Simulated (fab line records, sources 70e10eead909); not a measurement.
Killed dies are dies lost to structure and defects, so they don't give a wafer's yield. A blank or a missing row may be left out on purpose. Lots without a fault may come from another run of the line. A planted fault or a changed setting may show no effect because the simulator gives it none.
A struck lot beside a sound one | flow nand_harc | 13 steps out of a route of 1159
Sound: wafers L111.1, L111.2, L111.3. Struck: wafers L122.2, L122.3, L122.5. The cause comes at the end.
At each step with rows: each side's tool, then ch and its chambers, then its first start. Under that, the readings that differ: sound wafers | struck wafers | difference of the means | sigmas: that difference in standard deviations of wafers without a fault.
alike: readings whose means differ by less than 2 such deviations, and words and numbers that are the same on both sides. not compared: withheld readings, readings that some wafer has no value for, bounds like >300 that may hide the same value, and numbers for which the record gives no deviation and whose values overlap.
The two part at a step that has a row with sigmas, a row that says differs or no value, or rows on one side only. Numbers that don't overlap but have no deviation are shown without sigmas and don't part them. A reading that every wafer of one side lacks parts them only if that side has two wafers or more.

NHARC_A_SOURCE_PLATE_THK_MEAS_09: measures by ellipsometry.
  sound on film_metro-01, day 6 17:05; struck on film_metro-01, day 9 22:08
  alike: thk_nm
then, 3 steps without rows for these wafers: NHARC_A_SOURCE_PLATE_PVD_04 (deposits WSi2, target thk 50 nm); NHARC_A_SOURCE_PLATE_CVD_03 (deposits poly-Si, target thk 200 nm, time 4000 s); NHARC_A_SOURCE_PLATE_ANNEAL_05 (time 1800 s).
NHARC_A_SOURCE_PLATE_THK_MEAS_06: measures by ellipsometry.
  sound on film_metro-01, day 7 06:11; struck on film_metro-02, day 10 11:31
  alike: thk_nm
NHARC_A_SOURCE_PLATE_INSPECT_08:
  sound on defect_inspect-01, day 7 06:15; struck on defect_inspect-01, day 10 11:37
  alike: raw_defect_count
then, 1 step without rows for these wafers: NHARC_A_ONON_D1_DEP_00 (target thk 1000 nm).
NHARC_A_ONON_D1_THK_MEAS_02: measures by ellipsometry.
  sound on film_metro-01, day 7 07:09; struck on film_metro-01, day 10 12:12
  alike: thk_nm
then, 1 step without rows for these wafers: NHARC_A_ONON_D1_DEP_03 (target thk 1000 nm).
NHARC_A_ONON_D1_THK_MEAS_05: measures by ellipsometry.
  sound on film_metro-02, day 7 07:43; struck on film_metro-01, day 10 12:46
  alike: thk_nm
NHARC_A_ONON_D1_DEP_06: target thk 1000 nm.
  sound on pecvd_onon-04 ch 0, day 7 07:47; struck on pecvd_onon-01 ch 0, day 10 12:53
NHARC_A_ONON_D1_THK_MEAS_08: measures by ellipsometry.
  sound on film_metro-01, day 7 08:17; struck on film_metro-01, day 10 13:20
  reading     | sound       | struck         | difference | sigmas
  thk_nm (nm) | 997 997 996 | 1054 1053 1054 | +57        | +6
then, 1 step without rows for these wafers: NHARC_A_ONON_D1_DEP_09 (target thk 1000 nm).

WHERE THEY PART
Only at NHARC_A_ONON_D1_THK_MEAS_08, within this record.

WHY: what the simulator had put in
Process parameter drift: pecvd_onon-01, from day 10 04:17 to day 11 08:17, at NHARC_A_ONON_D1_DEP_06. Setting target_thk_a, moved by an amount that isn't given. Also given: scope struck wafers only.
